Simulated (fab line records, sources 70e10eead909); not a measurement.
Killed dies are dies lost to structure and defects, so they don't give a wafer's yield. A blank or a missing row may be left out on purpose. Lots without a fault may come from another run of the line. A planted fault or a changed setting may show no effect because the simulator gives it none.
Which tool did it? | flow nand_harc | 12 lots, 36 wafers sampled, at 4 steps of a route of 1302

WHAT THE GAUGES READ, wafer by wafer
The record holds no reading of a measuring or inspecting step that can be judged against a usual standard deviation.

WHICH TOOL RAN EACH LOT (tool, then ch and the chambers of the sampled wafers, then the start)
lot  | NHARC_A_SLIT_ETCH_29               | NHARC_A_WL_FILL_ALD_10           | NHARC_A_WL_FILL_ETCHBACK_16                   | NHARC_A_WL_FILL_CMP_12
L369 | rie_diel-13 ch 1,2,3, day 20 08:55 | ald_hk-02 ch 1,2,3, day 21 02:12 | rie_diel-05 ch 1,2,3, day 21 13:02 or earlier | cmp-02 ch 1,2,3, day 21 13:02
L368 | rie_diel-10 ch 0,2, day 20 10:11   | ald_hk-02 ch 2,3, day 20 23:36   | rie_diel-01 ch 0,2,3, day 21 10:02 or earlier | cmp-02 ch 2,3, day 21 10:02
L371 | rie_diel-10 ch 2,3, day 20 18:07   | ald_hk-03 ch 1,2,3, day 21 12:41 | rie_diel-01 ch 2,3, day 21 22:47 or earlier   | cmp-01 ch 1,2,3, day 21 22:47
L372 | rie_diel-07 ch 0,1, day 22 10:14   | ald_hk-01 ch 2,3, day 23 05:23   | rie_diel-02 ch 0,1,2, day 23 14:59 or earlier | cmp-04 ch 0,1,2, day 23 14:59
L374 | rie_diel-13 ch 0,1,2, day 22 14:04 | ald_hk-03 ch 0,3, day 23 07:19   | rie_diel-01 ch 1,2, day 23 17:32 or earlier   | cmp-01 ch 1,2,3, day 23 17:32
L383 | rie_diel-13 ch 0,3, day 26 03:52   | ald_hk-03 ch 1,3, day 26 21:54   | rie_diel-01 ch 0,2, day 27 06:04 or earlier   | cmp-02 ch 1,2, day 27 06:04
L384 | rie_diel-13 ch 0,1,2, day 26 07:41 | ald_hk-02 ch 2,3, day 26 23:20   | rie_diel-05 ch 2,3, day 27 10:00 or earlier   | cmp-04 ch 0,1, day 27 10:00
L387 | rie_diel-07 ch 1,2,3, day 27 21:46 | ald_hk-02 ch 0,3, day 28 11:59   | rie_diel-02 ch 0,3, day 28 22:49 or earlier   | cmp-01 ch 0,2,3, day 28 22:49
L386 | rie_diel-10 ch 1,2,3, day 27 21:58 | ald_hk-03 ch 0,3, day 28 13:59   | rie_diel-01 ch 1,2,3, day 28 22:49 or earlier | cmp-04 ch 1,2, day 28 22:49
L388 | rie_diel-10 ch 0,2,3, day 28 09:22 | ald_hk-02 ch 0,1,2, day 29 05:15 | rie_diel-05 ch 0,1,2, day 29 15:22 or earlier | cmp-02 ch 0,1,3, day 29 15:22
L390 | rie_diel-07 ch 0,2,3, day 29 13:04 | ald_hk-02 ch 1,2, day 30 02:57   | rie_diel-02 ch 0,2,3, day 30 13:44 or earlier | cmp-02 ch 0,1,2, day 30 13:44
L391 | rie_diel-10 ch 1,2,3, day 30 01:03 | ald_hk-01 ch 1,2,3, day 30 20:00 | rie_diel-01 ch 1,3, day 31 06:42 or earlier   | cmp-04 ch 0,1,2, day 31 06:42
- NHARC_A_SLIT_ETCH_29: etches the open film in CF4/O2, target depth 100 nm, overetch 10 nm, time 55 s.
- NHARC_A_WL_FILL_ALD_10: deposits SiO2, target thk 50 nm, pulse time 10 s, ald cycles 500.
- NHARC_A_WL_FILL_ETCHBACK_16: etches the open film in C4F8/O2/Ar, target depth 120 nm, time 24 s.
- NHARC_A_WL_FILL_CMP_12: polishes, t overpolish 30 s, target thk 100 nm.

WHAT THE TOOLS THEMSELVES READ (means of the sampled wafers that have a number; where no wafer has one, the mark that the record gives instead)
NHARC_A_SLIT_ETCH_29. Usual: drypump_motor_current_A 5.7 A, standard deviation 0.41; oes_f_703_au 1.000 a.u., standard deviation 0.0041; oes_product_au 1.000 a.u., standard deviation 0.0072; rf_vpp_V 198.1 V, standard deviation 1.2; showerhead_plenum_p_Torr 1.36 Torr, standard deviation 0.049; throttle_valve_pct 13.396 %, standard deviation 0.0085.
lot  | tool        | drypump_motor_current_A (A) | oes_f_703_au (a.u.) | oes_product_au (a.u.) | rf_vpp_V (V) | showerhead_plenum_p_Torr (Torr) | throttle_valve_pct (%) | flag
L369 | rie_diel-13 | 5.4                         | 1.003               | 1.004                 | 199.3        | 1.40                            | 13.403                 |
L368 | rie_diel-10 | 5.9                         | 0.998               | 0.997                 | 199.3        | 1.40                            | 13.398                 |
L371 | rie_diel-10 | 5.9                         | 1.000               | 0.995                 | 198.4        | 1.40                            | 13.402                 |
L372 | rie_diel-07 | 6.2                         | 0.998               | 1.005                 | 196.9        | 1.29                            | 13.398                 |
L374 | rie_diel-13 | 5.5                         | 0.993               | 1.006                 | 198.5        | 1.39                            | 13.399                 |
L383 | rie_diel-13 | 6.0                         | 1.003               | 0.998                 | 198.4        | 1.35                            | 13.396                 |
L384 | rie_diel-13 | 5.5                         | 1.003               | 0.993                 | 199.0        | 1.39                            | 13.392                 |
L387 | rie_diel-07 | 5.6                         | 1.007               | 0.995                 | 197.9        | 1.34                            | 13.400                 |
L386 | rie_diel-10 | 5.9                         | 0.996               | 0.994                 | 198.7        | 1.36                            | 13.399                 |
L388 | rie_diel-10 | 5.7                         | 1.001               | 0.999                 | 198.3        | 1.38                            | 13.396                 |
L390 | rie_diel-07 | 5.7                         | 1.002               | 1.004                 | 197.4        | 1.33                            | 13.391                 |
L391 | rie_diel-10 | 5.9                         | 0.999               | 1.003                 | 197.4        | 1.36                            | 13.398                 |

NHARC_A_WL_FILL_ALD_10. Usual: heater_power_w 458 W, standard deviation 42; precursor_pulse_height_rel 1.000, standard deviation 0.02.
lot  | tool      | heater_power_w (W) | precursor_pulse_height_rel | flag
L369 | ald_hk-02 | 504                | 0.989                      |
L368 | ald_hk-02 | 487                | 0.998                      |
L371 | ald_hk-03 | 449                | 0.995                      |
L372 | ald_hk-01 | 412                | 1.021                      |
L374 | ald_hk-03 | 469                | 1.018                      |
L383 | ald_hk-03 | 446                | 1.003                      |
L384 | ald_hk-02 | 509                | 0.989                      |
L387 | ald_hk-02 | 516                | 0.994                      |
L386 | ald_hk-03 | 449                | 1.008                      |
L388 | ald_hk-02 | 462                | 0.989                      |
L390 | ald_hk-02 | 473                | 0.998                      |
L391 | ald_hk-01 | 434                | 0.996                      |

NHARC_A_WL_FILL_ETCHBACK_16. Usual: oes_product_au 0.983 a.u., standard deviation 0.029; rf_vpp_V 723 V, standard deviation 4.1.
lot  | tool        | oes_product_au (a.u.) | rf_vpp_V (V) | flag
L369 | rie_diel-05 | 1.007                 | 723          |
L368 | rie_diel-01 | 0.998                 | 720          |
L371 | rie_diel-01 | 0.997                 | 720          |
L372 | rie_diel-02 | 0.993                 | 724          |
L374 | rie_diel-01 | 0.943                 | 721          |
L383 | rie_diel-01 | 1.005                 | 718          |
L384 | rie_diel-05 | 0.992                 | 719          |
L387 | rie_diel-02 | 1.001                 | 721          |
L386 | rie_diel-01 | 0.932                 | 722          |
L388 | rie_diel-05 | 1.001                 | 726          |
L390 | rie_diel-02 | 0.924                 | 722          |
L391 | rie_diel-01 | 0.989                 | 724          |

NHARC_A_WL_FILL_CMP_12. Usual: edge_zone_pressure_frac 1.000, standard deviation 0.005; motor_current_A 12.1 A, standard deviation 1.3; overpolish_run_s 30.001 s, standard deviation 0.01; slurry_flow_ml_min 150.1, standard deviation 0.47; time_to_endpoint_s 19.1 s, standard deviation 2.3.
lot  | tool   | edge_zone_pressure_frac | motor_current_A (A) | overpolish_run_s (s) | slurry_flow_ml_min | time_to_endpoint_s (s) | flag
L369 | cmp-02 | 0.996                   | 12.3                | 30.014               | 149.8              | 17.3                   |
L368 | cmp-02 | 1.004                   | 11.3                | 30.005               | 149.7              | 16.9                   |
L371 | cmp-01 | 0.999                   | 13.9                | 29.997               | 150.0              | 18.6                   |
L372 | cmp-04 | 1.002                   | 12.3                | 29.986               | 150.6              | 16.8                   |
L374 | cmp-01 | 0.997                   | 13.8                | 30.008               | 149.8              | 21.1                   |
L383 | cmp-02 | 1.003                   | 10.9                | 29.996               | 149.9              | 20.0                   |
L384 | cmp-04 | 1.007                   | 12.5                | 29.996               | 150.2              | 19.7                   |
L387 | cmp-01 | 0.999                   | 13.2                | 30.007               | 150.3              | 20.7                   |
L386 | cmp-04 | 0.994                   | 12.1                | 29.997               | 149.8              | 19.2                   |
L388 | cmp-02 | 1.000                   | 12.7                | 29.997               | 149.8              | 21.2                   |
L390 | cmp-02 | 1.003                   | 11.0                | 30.016               | 150.0              | 19.8                   |
L391 | cmp-04 | 1.001                   | 12.2                | 30.006               | 150.0              | 19.5                   |

THE ANSWER, worked out from the rows above alone
Rule: a lot is off if the mean of its wafers that have a number lies more than 3 standard deviations from the usual mean. A lot without any number at a reading at which 4 lots or more have one is off too. The other lots that the step has rows for count as sound. The gauges are gone through in route order, then the tools' own readings, and for those a lot's mean is taken as printed above. The first step at which some lot is off is used, and at that step the reading that is off furthest; a lot without a number counts as furthest.
No lot is off at any reading shown: from this, nothing can be told.

WHAT THE SIMULATOR HAD PUT IN
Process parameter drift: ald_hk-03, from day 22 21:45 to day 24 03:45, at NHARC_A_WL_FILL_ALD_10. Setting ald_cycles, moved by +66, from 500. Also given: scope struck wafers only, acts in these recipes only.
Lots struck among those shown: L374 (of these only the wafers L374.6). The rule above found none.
